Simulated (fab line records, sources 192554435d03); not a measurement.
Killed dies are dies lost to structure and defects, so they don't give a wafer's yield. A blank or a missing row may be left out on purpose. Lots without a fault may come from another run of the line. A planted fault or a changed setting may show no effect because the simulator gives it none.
Which tool did it? | flow n5_finfet | 9 lots, 27 wafers sampled, at 5 steps of a route of 1938

WHAT THE GAUGES READ, wafer by wafer
N5_FIN_SAQP_CD_MEAS_27: target cd 20 nm. Usual: cd_nm 20.30 nm, standard deviation 0.22.
lot  | measured    | on        | cd_nm (nm)        | flag
L709 | day 2 00:31 | cd_sem-01 | 20.24 19.77 20.33 |
L711 | day 2 12:52 | cd_sem-03 | 20.39 20.25 20.22 |
L718 | day 4 06:39 | cd_sem-02 | 20.48 19.69 20.28 |
L721 | day 5 01:20 | cd_sem-01 | 20.62 20.41 20.11 |
L727 | day 6 12:38 | cd_sem-02 | 20.33 20.50 20.17 |
L728 | day 6 20:22 | cd_sem-01 | 20.52 20.61 20.24 |
L729 | day 7 01:48 | cd_sem-01 | 20.17 20.10 20.41 |
L730 | day 7 06:04 | cd_sem-02 | 20.35 20.45 20.63 |
L732 | day 7 18:05 | cd_sem-02 | 20.23 20.19 20.35 |

N5_BEOL_M4_RC_MEAS_101. Usual: DIBL_N 36.5 mV/V, standard deviation 2; DIBL_P 36.5 mV/V, standard deviation 2.3; IOFF_N 0.16 nA/um, standard deviation 0.036; IOFF_P 0.21 nA/um, standard deviation 0.037; ION_N 672 uA/um, standard deviation 12; ION_P 459 uA/um, standard deviation 7.1; SS_N 71.6 mV/dec, standard deviation 0.73; SS_P 73.4 mV/dec, standard deviation 0.76; VT_N 250 mV, standard deviation 3.3; VT_P -250.5 mV, standard deviation 2.9.
lot  | measured     | on        | DIBL_N (mV/V)  | DIBL_P (mV/V)  | IOFF_N (nA/um) | IOFF_P (nA/um) | ION_N (uA/um) | ION_P (uA/um) | SS_N (mV/dec)  | SS_P (mV/dec)  | VT_N (mV)   | VT_P (mV)            | flag
L709 | day 8 14:59  | prober-02 | 31.8 33.0 34.4 | 34.0 34.7 37.4 | 0.12 0.13 0.16 | 0.17 0.17 0.20 | 671 659 675   | 462 450 461   | 71.2 70.6 70.9 | 72.4 72.4 73.5 | 252 254 250 | -250.3 -253.8 -249.8 |
L711 | day 8 18:32  | prober-01 | 36.6 36.1 38.4 | 33.7 33.6 36.9 | 0.13 0.13 0.17 | 0.17 0.18 0.22 | 661 668 687   | 458 455 471   | 71.9 70.7 72.0 | 72.1 72.0 73.1 | 251 251 245 | -253.6 -250.0 -247.1 |
L718 | day 10 13:35 | prober-02 | 37.6 36.0 33.6 | 38.5 36.5 33.8 | 0.18 0.15 0.11 | 0.23 0.19 0.16 | 675 680 663   | 461 461 451   | 72.6 71.7 70.6 | 74.5 73.3 72.6 | 248 249 255 | -248.7 -250.3 -253.8 |
L721 | day 11 17:28 | prober-01 | 38.3 39.4 38.6 | 36.8 37.8 37.5 | 0.19 0.24 0.21 | 0.25 0.27 0.27 | 684 693 680   | 464 465 462   | 71.7 72.8 72.3 | 74.4 74.5 74.3 | 245 243 247 | -248.6 -247.5 -247.8 |
L727 | day 12 10:17 | prober-02 | 35.3 35.1 36.7 | 33.9 33.6 35.6 | 0.13 0.13 0.15 | 0.20 0.19 0.23 | 667 671 679   | 463 464 470   | 70.7 70.4 71.5 | 72.7 72.4 73.3 | 253 252 249 | -247.5 -250.6 -247.3 |
L728 | day 13 08:45 | prober-02 | 36.0 32.4 38.2 | 36.4 33.5 40.1 | 0.16 0.12 0.22 | 0.20 0.16 0.26 | 654 668 693   | 452 463 474   | 72.2 70.2 72.2 | 73.7 72.5 73.2 | 251 250 244 | -253.1 -252.6 -248.4 |
L729 | day 13 10:04 | prober-02 | 36.7 38.1 38.2 | 36.8 38.8 38.9 | 0.15 0.17 0.17 | 0.20 0.22 0.23 | 670 671 678   | 454 458 458   | 71.4 71.5 72.2 | 73.5 73.9 73.0 | 253 248 249 | -255.1 -251.8 -251.8 |
L730 | day 13 09:34 | prober-01 | 39.5 36.8 34.2 | 41.0 37.8 34.2 | 0.23 0.18 0.12 | 0.29 0.24 0.17 | 697 688 664   | 475 464 459   | 71.6 71.4 71.0 | 74.7 73.5 72.8 | 243 246 254 | -246.4 -246.8 -250.7 |
L732 | day 14 20:04 | prober-01 | 38.1 39.1 38.8 | 40.2 40.6 41.3 | 0.19 0.22 0.21 | 0.21 0.23 0.23 | 671 682 675   | 457 457 456   | 71.6 72.8 72.4 | 75.2 74.2 74.7 | 249 246 248 | -250.8 -251.5 -248.9 |

WHICH TOOL RAN EACH LOT (tool, then ch and the chambers of the sampled wafers, then the start)
lot  | N5_FIN_SAQP_RECESS_63             | N5_FIN_SAQP_ETCH_69               | N5_FIN_SAQP_ETCH_34
L709 | vapor_etch-01 ch 0,1, day 2 00:46 | rie_diel-05 ch 0,1, day 2 01:13   | rie_diel-05 ch 0,1,3, day 2 02:12
L711 | vapor_etch-02 ch 0,1, day 2 13:15 | rie_diel-05 ch 0,1, day 2 13:44   | rie_diel-01 ch 0,1,3, day 2 14:41
L718 | vapor_etch-02 ch 0,1, day 4 06:55 | rie_diel-05 ch 1,2,3, day 4 07:22 | rie_diel-05 ch 0,2,3, day 4 08:26
L721 | vapor_etch-02 ch 0,1, day 5 01:46 | rie_diel-01 ch 0,1, day 5 02:06   | rie_diel-06 ch 0,2,3, day 5 03:32
L727 | vapor_etch-01 ch 1, day 6 12:59   | rie_diel-01 ch 1,2, day 6 13:26   | rie_diel-06 ch 0,3, day 6 14:51
L728 | vapor_etch-02 ch 0,1, day 6 20:38 | rie_diel-05 ch 1,2,3, day 6 21:05 | rie_diel-01 ch 0,2,3, day 6 22:22
L729 | vapor_etch-01 ch 0,1, day 7 02:11 | rie_diel-06 ch 1,2,3, day 7 02:31 | rie_diel-06 ch 0,2,3, day 7 03:28
L730 | vapor_etch-02 ch 0,1, day 7 06:55 | rie_diel-05 ch 0,1, day 7 07:17   | rie_diel-05 ch 1,2, day 7 08:35
L732 | vapor_etch-01 ch 0,1, day 7 18:21 | rie_diel-01 ch 1,2, day 7 18:48   | rie_diel-06 ch 0,1,3, day 7 20:15
- N5_FIN_SAQP_RECESS_63: chemistry HF/NH3, target SiO2, target depth 18 nm, afs cycles 3, sublimation time 60 s.
- N5_FIN_SAQP_ETCH_69: etches SOC in N2/H2, stops on SiNx, target depth 150 nm.
- N5_FIN_SAQP_ETCH_34: etches SiO2 in C4F6/O2, target depth 45 nm, time 15 s.

WHAT THE TOOLS THEMSELVES READ (means of the sampled wafers that have a number; where no wafer has one, the mark that the record gives instead)
N5_FIN_SAQP_RECESS_63. Usual: drypump_motor_current_A 5.6 A, standard deviation 0.44.
lot  | tool          | drypump_motor_current_A (A) | flag
L709 | vapor_etch-01 | 5.9                         |
L711 | vapor_etch-02 | 5.3                         |
L718 | vapor_etch-02 | 5.5                         |
L721 | vapor_etch-02 | 5.5                         |
L727 | vapor_etch-01 | 6.2                         |
L728 | vapor_etch-02 | 5.5                         |
L729 | vapor_etch-01 | 5.9                         |
L730 | vapor_etch-02 | 5.5                         |
L732 | vapor_etch-01 | 5.9                         |

N5_FIN_SAQP_ETCH_69. Usual: drypump_motor_current_A 5.8 A, standard deviation 0.58; oes_product_au 0.76 a.u., standard deviation 0.069; rf_fwd_power_W 844 W, standard deviation 3.3; rf_vpp_V 240.3 V, standard deviation 1.3; showerhead_plenum_p_Torr 2.52 Torr, standard deviation 0.074; throttle_valve_pct 17.84 %, standard deviation 0.14.
lot  | tool        | drypump_motor_current_A (A) | oes_product_au (a.u.) | rf_fwd_power_W (W) | rf_vpp_V (V) | showerhead_plenum_p_Torr (Torr) | throttle_valve_pct (%) | flag
L709 | rie_diel-05 | 5.5                         | 0.79                  | 843                | 241.6        | 2.61                            | 17.88                  |
L711 | rie_diel-05 | 5.7                         | 0.86                  | 842                | 240.8        | 2.56                            | 17.89                  |
L718 | rie_diel-05 | 6.1                         | 0.81                  | 843                | 240.5        | 2.49                            | 17.84                  |
L721 | rie_diel-01 | 5.6                         | 0.73                  | 845                | 240.3        | 2.50                            | 17.94                  |
L727 | rie_diel-01 | 6.2                         | 0.76                  | 844                | 240.4        | 2.55                            | 17.83                  |
L728 | rie_diel-05 | 6.1                         | 0.79                  | 846                | 239.4        | 2.48                            | 17.89                  |
L729 | rie_diel-06 | 5.3                         | 0.75                  | 846                | 240.2        | 2.52                            | 17.77                  |
L730 | rie_diel-05 | 5.8                         | 0.79                  | 842                | 240.2        | 2.54                            | 17.98                  |
L732 | rie_diel-01 | 5.8                         | 0.74                  | 839                | 240.1        | 2.54                            | 17.93                  |

N5_FIN_SAQP_ETCH_34. Usual: C4F6_flow_sccm 9.990 sccm, standard deviation 0.027; drypump_motor_current_A 5.8 A, standard deviation 0.58; etch_rf_on_time_s 15.1 s, standard deviation 0.33; oes_f_703_au 0.77 a.u., standard deviation 0.065; oes_product_au 0.65 a.u., standard deviation 0.059; rf_fwd_power_W 336.5 W, standard deviation 1; rf_vpp_V 660 V, standard deviation 10; showerhead_plenum_p_Torr 2.81 Torr, standard deviation 0.076; throttle_valve_pct 21.00 %, standard deviation 0.15.
lot  | tool        | C4F6_flow_sccm (sccm) | drypump_motor_current_A (A) | etch_rf_on_time_s (s) | oes_f_703_au (a.u.) | oes_product_au (a.u.) | rf_fwd_power_W (W) | rf_vpp_V (V) | showerhead_plenum_p_Torr (Torr) | throttle_valve_pct (%) | flag
L709 | rie_diel-05 | 10.013                | 5.9                         | 15.1                  | 0.83                | 0.70                  | 336.7              | 662          | 2.82                            | 21.04                  |
L711 | rie_diel-01 | 9.970                 | 5.8                         | 14.8                  | 0.75                | 0.63                  | 336.8              | 660          | 2.82                            | 21.00                  |
L718 | rie_diel-05 | 10.012                | 5.9                         | 14.9                  | 0.83                | 0.65                  | 364.8              | 641          | 2.84                            | 21.07                  | OFF
L721 | rie_diel-06 | 9.990                 | 5.5                         | 15.1                  | 0.82                | 0.69                  | 336.5              | 655          | 2.75                            | 20.92                  |
L727 | rie_diel-06 | 9.990                 | 5.9                         | 15.0                  | 0.78                | 0.65                  | 338.0              | 645          | 2.74                            | 21.12                  |
L728 | rie_diel-01 | 9.976                 | 6.3                         | 14.9                  | 0.73                | 0.61                  | 336.1              | 660          | 2.82                            | 20.94                  |
L729 | rie_diel-06 | 9.983                 | 5.5                         | 15.2                  | 0.81                | 0.67                  | 336.5              | 655          | 2.75                            | 20.94                  |
L730 | rie_diel-05 | 10.016                | 5.7                         | 15.0                  | 0.80                | 0.69                  | 336.3              | 665          | 2.84                            | 21.12                  |
L732 | rie_diel-06 | 9.988                 | 5.7                         | 15.3                  | 0.74                | 0.62                  | 336.2              | 651          | 2.79                            | 21.04                  |

THE ANSWER, worked out from the rows above alone
Rule: a lot is off if the mean of its wafers that have a number lies more than 3 standard deviations from the usual mean. A lot without any number at a reading at which 4 lots or more have one is off too. The other lots that the step has rows for count as sound. The gauges are gone through in route order, then the tools' own readings, and for those a lot's mean is taken as printed above. The first step at which some lot is off is used, and at that step the reading that is off furthest; a lot without a number counts as furthest.
Off: L718, at N5_FIN_SAQP_ETCH_34 (rf_fwd_power_W).
A tool fits if, at that step or a process step before it, it ran every lot that is off, and no sound lot after the first of them. None of those tried fits.

WHAT THE SIMULATOR HAD PUT IN
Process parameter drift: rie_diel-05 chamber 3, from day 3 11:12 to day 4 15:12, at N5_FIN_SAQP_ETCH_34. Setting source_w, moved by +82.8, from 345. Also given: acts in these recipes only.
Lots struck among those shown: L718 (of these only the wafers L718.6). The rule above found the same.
